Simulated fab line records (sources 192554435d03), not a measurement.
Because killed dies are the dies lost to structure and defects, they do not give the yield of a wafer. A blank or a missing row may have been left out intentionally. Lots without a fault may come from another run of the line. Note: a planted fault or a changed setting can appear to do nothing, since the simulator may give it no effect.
fab line records	flow n5Finfet
record lots=7	wafers=21
route steps=1938 shown BEOL_M4@1053 BEOL_M5@1160 BEOL_M7@1266
startH: the number of hours between the record's first day and the start of the first shown wafer of the lot	waitH: hours since the lot's step before	" same as the row above	L1.1+2: a single row standing in for several wafers	- no value, or no start given	* or withheld: withheld	< > ~ a bound
route shown NAME@n: names a module that has steps shown in the file, with the first one's number in the route	usual: mean/standard deviation taken from wafers without a fault	same: alike in all rows	chamber/n: place in a boat	sites: per-site readings	_std_site: their standard deviation	_edge_site: outer sites' mean less inner sites'	radiusMm: for every site, how far away it sits from the centre of the wafer	mask NAME#n: copy n	behind: tool/chamber where the wafer was last shaped	hold: why the lot went on hold/how many hours it stayed there/how the hold came to an end	device: the n, p or np transistor that did not switch	end of line: the tests these same wafers got at the end of their route	a step without rows: its recipe alone	killed: dies that structure and defects cost at the first sort, which is not the same as the wafer's yield	map: dies across one wafer; x = killed, . = not, _ = none there
set.NAME: the setting as run; set.NAME@STEP: as run at that earlier step	model.NAME: the simulator's own value behind a step, which no gauge read
one table per step and one row per wafer, for lots whose settings were changed on purpose
## steps
# step N5_BEOL_M4_EXPOSE_25
# recipe maskId=V3	na=0.33	sourceShape=quasar	sigmaInner=0.2	sigmaOuter=0.8	polarization=unpolarized	defocusNm=5	doseMj=63
lot.wafer	tool	chamber	startH	waitH	mask	set.doseMj
L074.3+4	euvScanner-02	0	155.53	-	V3#0	63
L074.5	"	0	"	"	V3#0	60.25
L080.1+3	euvScanner-01	0	193.63	-	V3#0	64.33
L080.2	"	0	"	"	V3#0	63
L083.1+4+6	euvScanner-01	0	233.66	-	V3#0	63
L087.2	euvScanner-01	0	235.82	-	V3#0	64.7
L087.4+6	"	0	"	"	V3#0	63
L090.3	euvScanner-01	0	249.85	-	V3#0	63
L090.4+6	"	0	"	"	V3#0	60.81
L091.1+6	euvScanner-02	0	266.20	-	V3#0	63
L091.5	"	0	"	"	V3#0	66.76
L094.1+3+4	euvScanner-01	0	280.78	-	V3#0	63
# step N5_BEOL_M4_PEB_26
# recipe pebTempC=100	pebTimeS=60	resist=CAR-EUV
# step N5_BEOL_M4_DEVELOP_27
# recipe developTimeS=30	developer=TMAH	resist=CAR-EUV	rinseLiquid=surfactantRinse	dry=airSpin	devTempC=23
# step N5_BEOL_M4_CD_MEAS_28
# recipe targetCdNm=26.2	landingEnergyEv=500	detector=seInlens	targetCdYNm=24.1	polarity=opening
# usual cdNm=26.21/0.22
lot.wafer	tool	chamber	startH	waitH	set.doseMj@BEOL_M4_EXPOSE_25	cdNm
L074.3	cdSem-02	0	155.66	-	63	26.26
L074.4	"	0	"	"	63	26.36
L074.5	"	0	"	"	60.25	25.08
L080.1	cdSem-02	0	193.77	-	64.33	26.98
L080.2	"	0	"	"	63	26.28
L080.3	"	0	"	"	64.33	26.59
L083.1	cdSem-02	0	233.81	-	63	26.27
L083.4	"	0	"	"	63	26.12
L083.6	"	0	"	"	63	26.44
L087.2	cdSem-03	0	235.96	-	64.7	26.80
L087.4	"	0	"	"	63	25.90
L087.6	"	0	"	"	63	26.13
L090.3	cdSem-01	0	249.98	-	63	26.23
L090.4	"	0	"	"	60.81	25.75
L090.6	"	0	"	"	60.81	25.52
L091.1	cdSem-01	0	266.35	-	63	26.41
L091.5	"	0	"	"	66.76	27.52
L091.6	"	0	"	"	63	26.02
L094.1	cdSem-01	0	280.93	-	63	26.36
L094.3	"	0	"	"	63	26.30
L094.4	"	0	"	"	63	26.20
# step N5_BEOL_M4_ALD_98
# recipe material=SiO2	targetThkA=25	tempC=100	aldPrecursorFamily=BDEAS	aldCoReactant=O2-plasma	pulseTimeS=1	coReactantPulseTimeS=1	purgeTimeS=2	coReactantPurgeTimeS=2	aldCycles=17	pressureTorr=2
# step N5_BEOL_M4_ETCHBACK_99
# recipe chemistry=CHF3	target=SiO2	targetDepthA=50	timeS=10.4	sourceW=215	biasW=47	Ar_flow_sccm=200	CHF3_flow_sccm=12	ionEnergyEv=100	pressureMtorr=30
# step N5_BEOL_M4_ETCH_70
# recipe chemistry=N2/H2	target=SOC	targetDepthA=800	overetchA=240	maskMaterial=SiARC	tempC=40	timeS=130	ionEnergyEv=200	pressureMtorr=30	sourceW=840	biasW=150	n2FlowSccm=200	h2FlowSccm=200
lot.wafer	tool	chamber	startH	waitH	set.spinRpm@BEOL_M4_COAT_67	model.etch.depthNm
L074.3	rieDiel-01	1	160.19	0.0	1500	59.88
L074.4	"	2	"	"	1500	60.04
L074.5	"	0	"	"	1500	59.55
L080.1	rieDiel-05	0	203.77	0.0	1500	59.73
L080.2	"	2	"	"	1500	59.8
L080.3	"	3	"	"	1500	59.91
L083.1	rieDiel-05	2	234.66	0.0	1500	59.87
L083.4	"	2	"	"	1500	59.69
L083.6	"	3	"	"	1500	59.64
L087.2	rieDiel-02	2	240.28	0.0	1500	60.05
L087.4	"	0	"	"	1500	60.08
L087.6	"	2	"	"	1500	60.01
L090.3	rieDiel-05	2	257.54	0.0	1453	61.04
L090.4	"	0	"	"	1500	60.11
L090.6	"	2	"	"	1500	59.98
L091.1	rieDiel-01	1	267.41	0.0	1415	61.83
L091.5	"	0	"	"	1415	61.67
L091.6	"	1	"	"	1500	59.93
L094.1	rieDiel-05	0	284.92	0.0	1500	59.83
L094.3	"	2	"	"	1500	59.85
L094.4	"	3	"	"	1500	60.11
# step N5_BEOL_M4_STRIP_71
# recipe chemistry=N2/H2	tempC=40	n2FlowSccm=200	h2FlowSccm=200	rfFrequencyHz=6e+07
# step N5_BEOL_M4_STRIP_78
# recipe chemistry=N2/H2	tempC=40	n2FlowSccm=200	h2FlowSccm=200	rfFrequencyHz=6e+07
# step N5_BEOL_M4_VIA_ETCH_34
# recipe chemistry=C4F6/O2	targetDepthA=694	maskMaterial=SOC	pressureMtorr=15	ionEnergyEv=250	taperDeg=4	timeS=65.9	sourceW=350	biasW=170	Ar_flow_sccm=300	C4F6_flow_sccm=10	O2_flow_sccm=10
lot.wafer	tool	chamber	startH	waitH	set.spinRpm@BEOL_M4_COAT_67	model.SOC_of_BEOL_M4_COAT_67.thkNm
L074.3+4	rieDiel-01	1,2	160.29	0.0	1500	51.8
L074.5	"	0	"	"	1500	51.4
L080.1+2+3	rieDiel-05	0,2,3	203.87	0.0	1500	51.8
L083.1	rieDiel-05	2	234.76	0.0	1500	51.8
L083.4+6	"	2,3	"	"	1500	51.6
L087.2+6	rieDiel-02	2	240.38	0.0	1500	52.2
L087.4	"	0	"	"	1500	51.8
L090.3	rieDiel-05	2	257.64	0.0	1453	53
L090.4	"	0	"	"	1500	51.8
L090.6	"	2	"	"	1500	52
L091.1+5	rieDiel-01	1,0	267.52	0.0	1415	53.4
L091.6	"	1	"	"	1500	51.6
L094.1	rieDiel-05	0	285.03	0.0	1500	51.6
L094.3	"	2	"	"	1500	51.8
L094.4	"	3	"	"	1500	52
# step N5_BEOL_M4_STRIP_83
# recipe chemistry=C4F6/O2	resist=SiARC	rfFrequencyHz=6e+07
# step N5_BEOL_M4_STRIP_36
# recipe chemistry=N2/H2	powerW=450	tempC=40	pressureMtorr=20	rfFrequencyHz=6e+07	overashFraction=0.3	biasPowerW=7	h2Frac=0.5	n2FlowSccm=200	h2FlowSccm=200
# step N5_BEOL_M4_TRENCH_ETCH_37
# recipe chemistry=C4F6/O2	targetDepthA=555.55	target=SiOC	timeS=29.2	ionEnergyEv=250	pressureMtorr=30	sourceW=355	biasW=185	Ar_flow_sccm=300	C4F6_flow_sccm=10	O2_flow_sccm=10
lot.wafer	tool	chamber	startH	waitH	set.targetThkA@BEOL_M4_HM_DEP_02	model.TiN_of_BEOL_M4_HM_DEP_02.thkNm
L074.3	rieDiel-01	1	-	-	200	17.6
L074.4+5	"	2,0	"	"	186.9	16.4
L080.1	rieDiel-05	0	-	-	188.9	16.4
L080.2	"	2	"	"	188.9	16.2
L080.3	"	3	"	"	200	17.6
L083.1+4	rieDiel-05	2	-	-	200	18
L083.6	"	3	"	"	200	17.8
L087.2+4+6	rieDiel-02	2,0,2	-	-	200	17.6
L090.3	rieDiel-05	2	-	-	200	17.6
L090.4	"	0	"	"	182.9	15.6
L090.6	"	2	"	"	200	17.2
L091.1	rieDiel-01	1	-	-	200	17.8
L091.5	"	0	"	"	185.2	16.4
L091.6	"	1	"	"	185.2	16.2
L094.1+4	rieDiel-05	0,3	-	-	200	17.6
L094.3	"	2	"	"	200	17.4
# step N5_BEOL_M5_TRENCH_ETCH_37
# recipe chemistry=C4F6/O2	targetDepthA=716.52	target=SiCOH_lowk	timeS=24.7	ionEnergyEv=250	pressureMtorr=30	sourceW=345	biasW=185	Ar_flow_sccm=300	C4F6_flow_sccm=10	O2_flow_sccm=10
# usual rfVppV=662/6.8
lot.wafer	tool	chamber	startH	waitH	set.sourceW	rfVppV	model.etch.depthNm	model.BEOL_M5.featureDepthNm
L074.3	rieDiel-04	2	-	-	403.6	604	76.7	76.6
L074.4	"	1	"	"	345	659	70.43	70.4
L074.5	"	0	"	"	345	663	70.02	70
L080.1	rieDiel-03	3	-	-	387.9	622	74.26	74.2
L080.2	"	2	"	"	387.9	616	76.01	76
L080.3	"	1	"	"	387.9	634	74.78	74.8
L083.1	rieDiel-03	2	-	-	345	654	71.68	71.6
L083.4	"	3	"	"	345	660	70.22	70.2
L083.6	"	2	"	"	345	654	71.69	71.6
L087.2	rieDiel-04	0	-	-	345	665	71.83	71.8
L087.4	"	3	"	"	401.1	621	76.91	77
L087.6	"	3	"	"	401.1	619	76.27	76.2
L090.3	rieDiel-06	3	-	-	345	656	72.79	72.8
L090.4	"	1	"	"	345	677	70.66	70.6
L090.6	"	2	"	"	345	676	72.07	72
L091.1	rieDiel-04	1	-	-	345	657	70.29	70.2
L091.5	"	0	"	"	387.7	625	75.76	75.8
L091.6	"	3	"	"	387.7	633	75.21	75.2
L094.1	rieDiel-03	2	-	-	365.3	636	75.05	75
L094.3	"	0	"	"	345	659	72.14	72.2
L094.4	"	1	"	"	345	674	70.24	70.2
# step N5_BEOL_M5_ETCH_41
# recipe chemistry=CH3F/O2	target=SiCN	targetDepthA=315	taperDeg=2	timeS=56.7	ionEnergyEv=120	maskMaterial=TiN	pressureMtorr=30	sourceW=395	biasW=75	Ar_flow_sccm=150	CH3F_flow_sccm=30	O2_flow_sccm=20
# usual rfVppV=297.3/1.4
lot.wafer	tool	chamber	startH	waitH	set.sourceW	rfVppV
L074.3	rieDiel-04	2	-	-	351.9	307.9
L074.4	"	1	"	"	395	298.5
L074.5	"	0	"	"	395	296.7
L080.1	rieDiel-03	3	-	-	395	299.5
L080.2	"	2	"	"	439.9	286.8
L080.3	"	1	"	"	439.9	291.4
L083.1	rieDiel-03	2	-	-	395	296.8
L083.4	"	3	"	"	395	298.6
L083.6	"	2	"	"	395	296.7
L087.2	rieDiel-04	0	-	-	347.2	307.9
L087.4	"	3	"	"	395	297.2
L087.6	"	3	"	"	347.2	310.1
L090.3	rieDiel-06	3	-	-	395	297.7
L090.4	"	1	"	"	395	297.4
L090.6	"	2	"	"	395	297.5
L091.1	rieDiel-04	1	-	-	395	298.8
L091.5	"	0	"	"	459	281.5
L091.6	"	3	"	"	395	297.6
L094.1	rieDiel-03	2	-	-	395	297.7
L094.3	"	0	"	"	458.5	282.7
L094.4	"	1	"	"	458.5	283.9
# step N5_BEOL_M5_STRIP_91
# recipe chemistry=N2/H2	timeS=10	powerW=450	tempC=40	pressureMtorr=20	rfFrequencyHz=6e+07	biasPowerW=7	n2FlowSccm=200	h2FlowSccm=200
# step N5_BEOL_M5_OCD_MEAS_38
# usual trenchDepthNm=71.4/1
lot.wafer	tool	chamber	startH	waitH	set.sourceW@BEOL_M5_TRENCH_ETCH_37	trenchDepthNm
L074.3	ocd-01	-	169.79	-	403.6	77.2
L074.4	"	-	"	"	345	70.4
L074.5	"	-	"	"	345	70.4
L080.1	ocd-02	-	213.89	-	387.9	74.4
L080.2	"	-	"	"	387.9	76.1
L080.3	"	-	"	"	387.9	75.1
L083.1	ocd-02	-	247.22	-	345	71.3
L083.4	"	-	"	"	345	70.6
L083.6	"	-	"	"	345	71.8
L087.2	ocd-01	-	252.30	-	345	72.0
L087.4	"	-	"	"	401.1	76.9
L087.6	"	-	"	"	401.1	76.0
L090.3	ocd-02	-	267.62	-	345	73.0
L090.4	"	-	"	"	345	70.9
L090.6	"	-	"	"	345	72.5
L091.1	ocd-01	-	276.38	-	345	70.4
L091.5	"	-	"	"	387.7	75.8
L091.6	"	-	"	"	387.7	75.5
L094.1	ocd-02	-	297.88	-	365.3	74.7
L094.3	"	-	"	"	345	72.6
L094.4	"	-	"	"	345	69.3
# step N5_BEOL_M5_HM_STRIP_39
# recipe chemistry=peroxideTinStrip	material=TiN	targetDepthA=250	tempC=50	timeS=158
# step N5_BEOL_M5_SRD_40
# recipe timeS=30	tempC=23	rinseLiquid=diw	dry=ipaMarangoni
# step N5_BEOL_M5_ECD_50
# recipe material=Cu	targetThkA=3000
# step N5_BEOL_M5_ANNEAL_51
# recipe tempC=225	timeS=90	ambient=N2
# step N5_BEOL_M5_CMP_52
# recipe stopOn=SiCOH_lowk	tOverpolishS=6.9	downForcePsi=1	platenRpm=50	clearingPlatenDownForcePsi=1.5	clearingPlatenRpm=50	postCmpClean=cuAlkaline	targetThkNm=62	clearingPlatenPadVelocityMS=0.99484	padVelocityMS=0.99484
lot.wafer	tool	chamber	startH	waitH	set.sourceW@BEOL_M5_TRENCH_ETCH_37	model.Cu_of_BEOL_M5_ECD_50.thkNm
L074.3	cmp-02	0	176.70	0.4	403.6	67.2
L074.4	"	1	"	"	345	59.6
L074.5	"	0	"	"	345	60.4
L080.3	cmp-01	1	220.91	0.2	387.9	65
L080.2	"	2	"	"	387.9	65.6
L080.1	"	0	"	"	387.9	64.2
L083.4	cmp-01	3	254.28	0.1	345	61.8
L083.1	"	1	"	"	345	61.6
L083.6	"	3	"	"	345	63.2
L087.2	cmp-04	2	258.74	0.2	345	62.6
L087.4	"	0	"	"	401.1	67.6
L087.6	"	2	"	"	401.1	67
L090.3	cmp-04	0	274.43	0.2	345	63.2
L090.4	"	1	"	"	345	62.2
L090.6	"	1	"	"	345	63
L091.1	cmp-01	1	282.76	0.3	345	59.8
L091.6	"	0	"	"	387.7	64.2
L091.5	"	1	"	"	387.7	63.4
L094.1	cmp-02	3	304.48	0.5	365.3	65.2
L094.4	"	1	"	"	345	61.4
L094.3	"	2	"	"	345	62.6
# step N5_BEOL_M7_PECVD_70
# recipe material=SiO2	targetThkA=200	tempC=400	precursor=TEOS/O2	pressureTorr=5.5	rfW=450	teosFlowSccm=53.8	gas=O2	flowSccm=3000	timeS=22.7
lot.wafer	tool	chamber	startH	waitH	set.tempC	model.SiO2_of_BEOL_M7_PECVD_70.thkNm
L074.3	pecvd-02	1	186.61	0.0	400	19.8
L074.4	"	2	"	"	400	20.2
L074.5	"	0	"	"	391.5	21.2
L080.1	pecvd-04	0	230.83	0.0	400	19.8
L080.2	"	1	"	"	400	19.6
L080.3	"	2	"	"	408.7	18.4
L083.1+4	pecvd-03	1	262.38	0.0	400	19.8
L083.6	"	0	"	"	400	20
L087.2	pecvd-04	1	268.88	0.0	388.3	20.6
L087.4	"	0	"	"	388.3	21.4
L087.6	"	1	"	"	400	19.6
L090.3	pecvd-04	1	284.01	0.0	400	19.4
L090.4	"	0	"	"	400	20
L090.6	"	1	"	"	400	19.8
L091.1	pecvd-04	1	293.20	0.0	413.1	17.8
L091.5	"	1	"	"	413.1	18
L091.6	"	0	"	"	400	19.8
L094.1	pecvd-04	1	315.18	0.0	400	19.4
L094.3	"	0	"	"	400	19.6
L094.4	"	0	"	"	412.2	18.2
# step N5_BEOL_M7_HM_DEP_02
# recipe material=TiN	targetThkA=200	tempC=25	chamberPressurePa=0.49996
lot.wafer	tool	chamber	startH	waitH	set.targetThkA	model.TiN_of_BEOL_M7_HM_DEP_02.thkNm
L074.3	pvdSputter-03	-	186.88	0.3	200	20.4
L074.4	"	-	"	"	225.9	22.8
L074.5	"	-	"	"	200	20.6
L080.1+3	pvdSputter-03	-	232.90	2.0	200	20
L080.2	"	-	"	"	225.3	22.6
L083.1+4	pvdSputter-03	-	262.62	0.2	200	20.4
L083.6	"	-	"	"	200	20.2
L087.2	pvdSputter-02	-	268.99	0.1	200	20
L087.4+6	"	-	"	"	179.3	17.8
L090.3	pvdSputter-01	-	285.22	1.2	200	20.2
L090.4+6	"	-	"	"	174.8	17.6
L091.1	pvdSputter-01	-	293.96	0.7	208.1	20.8
L091.5+6	"	-	"	"	208.1	20.6
L094.1+4	pvdSputter-03	-	315.57	0.4	200	20
L094.3	"	-	"	"	200	20.2
# step N5_BEOL_M7_COAT_59
# recipe resist=SOC	tempC=250	timeS=60	spinRpm=1500	resistThkNm=100
# step N5_BEOL_M7_COAT_60
# recipe resist=SiARC	tempC=220	timeS=60	spinRpm=1500	resistThkNm=35
# step N5_BEOL_M7_STRIP_68
# recipe chemistry=N2/H2	tempC=40	n2FlowSccm=200	h2FlowSccm=200	rfFrequencyHz=6e+07
# step N5_BEOL_M7_STRIP_67
# recipe chemistry=CF4	resist=SiARC	powerW=300	biasPowerW=75	pressureMtorr=50	cf4FlowSccm=150	rfFrequencyHz=6e+07
# step N5_BEOL_M7_HM_OPEN_17
# recipe chemistry=Cl2/BCl3	targetDepthA=200	overetchA=60	target=TiN	maskMaterial=SOC	ionEnergyEv=150	pressureMtorr=10	icpW=1000	biasW=126	Cl2_flow_sccm=53.25	bcl3FlowSccm=21.75	Ar_flow_sccm=25
lot.wafer	tool	chamber	startH	waitH	set.targetThkA@BEOL_M7_HM_DEP_02	model.etch.depthNm
L074.3	rieMetal-01	1	187.81	0.1	200	20.3
L074.4	"	1	"	"	225.9	22.89
L074.5	"	1	"	"	200	20.56
L080.1+3	rieMetal-01	0	234.29	0.0	200	20.04
L080.2	"	1	"	"	225.3	22.55
L083.1	rieMetal-02	1	263.49	0.0	200	20.37
L083.4	"	1	"	"	200	20.44
L083.6	"	0	"	"	200	20.14
L087.2	rieMetal-01	1	269.85	0.0	200	19.92
L087.4	"	0	"	"	179.3	17.86
L087.6	"	0	"	"	179.3	17.79
L090.3	rieMetal-03	1	285.99	0.1	200	20.16
L090.4	"	0	"	"	174.8	17.54
L090.6	"	1	"	"	174.8	17.62
L091.1	rieMetal-01	0	294.82	0.0	208.1	20.79
L091.5	"	1	"	"	208.1	20.58
L091.6	"	0	"	"	208.1	20.67
L094.1	rieMetal-02	1	316.47	0.0	200	19.91
L094.3	"	1	"	"	200	20.17
L094.4	"	0	"	"	200	20.08
# step N5_BEOL_M7_VIA_ETCH_34
# recipe chemistry=C4F6/O2	target=SiCOH_lowk	targetDepthA=1255	maskMaterial=SOC	taperDeg=4	timeS=50.5	ionEnergyEv=250	pressureMtorr=30	sourceW=345	biasW=185	Ar_flow_sccm=300	C4F6_flow_sccm=10	O2_flow_sccm=10
# usual rfVppV=665/8.3
lot.wafer	tool	chamber	startH	waitH	set.sourceW	rfVppV	model.etch.depthNm
L074.3	rieDiel-06	2	189.66	0.0	381.7	642	131
L074.4	"	0	"	"	345	673	124.8
L074.5	"	3	"	"	345	656	126.8
L080.1	rieDiel-04	0	235.39	0.0	345	664	127.1
L080.2	"	1	"	"	345	657	123.8
L080.3	"	3	"	"	373.4	643	130.9
L083.1	rieDiel-03	1	265.27	0.0	345	674	124
L083.4	"	3	"	"	345	661	123.4
L083.6	"	0	"	"	345	659	127.4
L087.2	rieDiel-06	2	271.35	0.0	345	674	126.2
L087.4	"	0	"	"	345	672	127.5
L087.6	"	1	"	"	319.9	705	121.1
L090.3	rieDiel-04	3	289.17	0.0	394.5	626	132.7
L090.4	"	3	"	"	345	669	125.3
L090.6	"	2	"	"	345	656	123.6
L091.1	rieDiel-03	1	296.82	0.0	372.6	648	127.8
L091.5	"	2	"	"	372.6	628	130.6
L091.6	"	1	"	"	345	673	124.3
L094.1	rieDiel-04	0	319.89	0.0	345	664	125.5
L094.3	"	0	"	"	316.8	692	122.2
L094.4	"	3	"	"	345	668	124.3
## key
split step=N5_BEOL_M4_EXPOSE_25	setting=doseMj	stated=63	by=wafer
response step=N5_BEOL_M4_CD_MEAS_28	reading=cdNm	change=+0.234	per=1%	r=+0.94
split step=N5_BEOL_M5_TRENCH_ETCH_37	setting=sourceW	stated=345	by=wafer
response step=N5_BEOL_M5_TRENCH_ETCH_37	reading=rfVppV	change=-3	per=1%	r=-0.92
response step=N5_BEOL_M5_TRENCH_ETCH_37	reading=model.etch.depthNm	change=+0.37	per=1%	r=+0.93
response step=N5_BEOL_M5_TRENCH_ETCH_37	reading=model.BEOL_M5.featureDepthNm	change=+0.371	per=1%	r=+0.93
response step=N5_BEOL_M5_OCD_MEAS_38	reading=trenchDepthNm	change=+0.371	per=1%	r=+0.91
response step=N5_BEOL_M5_CMP_52	reading=model.Cu_of_BEOL_M5_ECD_50.thkNm	change=+0.361	per=1%	r=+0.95
split step=N5_BEOL_M5_ETCH_41	setting=sourceW	stated=395	by=wafer
response step=N5_BEOL_M5_ETCH_41	reading=rfVppV	change=-0.957	per=1%	r=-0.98
split step=N5_BEOL_M7_PECVD_70	setting=tempC	stated=400	by=wafer
response step=N5_BEOL_M7_PECVD_70	reading=model.SiO2_of_BEOL_M7_PECVD_70.thkNm	change=-0.52	per=1%	r=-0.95
split step=N5_BEOL_M7_HM_DEP_02	setting=targetThkA	stated=200	by=wafer
response step=N5_BEOL_M7_HM_DEP_02	reading=model.TiN_of_BEOL_M7_HM_DEP_02.thkNm	change=+0.199	per=1%	r=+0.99
response step=N5_BEOL_M7_HM_OPEN_17	reading=model.etch.depthNm	change=+0.198	per=1%	r=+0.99
split step=N5_BEOL_M7_VIA_ETCH_34	setting=sourceW	stated=345	by=wafer
response step=N5_BEOL_M7_VIA_ETCH_34	reading=rfVppV	change=-2.88	per=1%	r=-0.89
response step=N5_BEOL_M7_VIA_ETCH_34	reading=model.etch.depthNm	change=+0.563	per=1%	r=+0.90
split outsideThisFile step=N5_BEOL_M4_HM_DEP_02 setting=targetThkA
split outsideThisFile step=N5_BEOL_M4_COAT_67 setting=spinRpm
# split outsideThisFile: this setting was split too, and the file shows its column; the key of that split is in another file
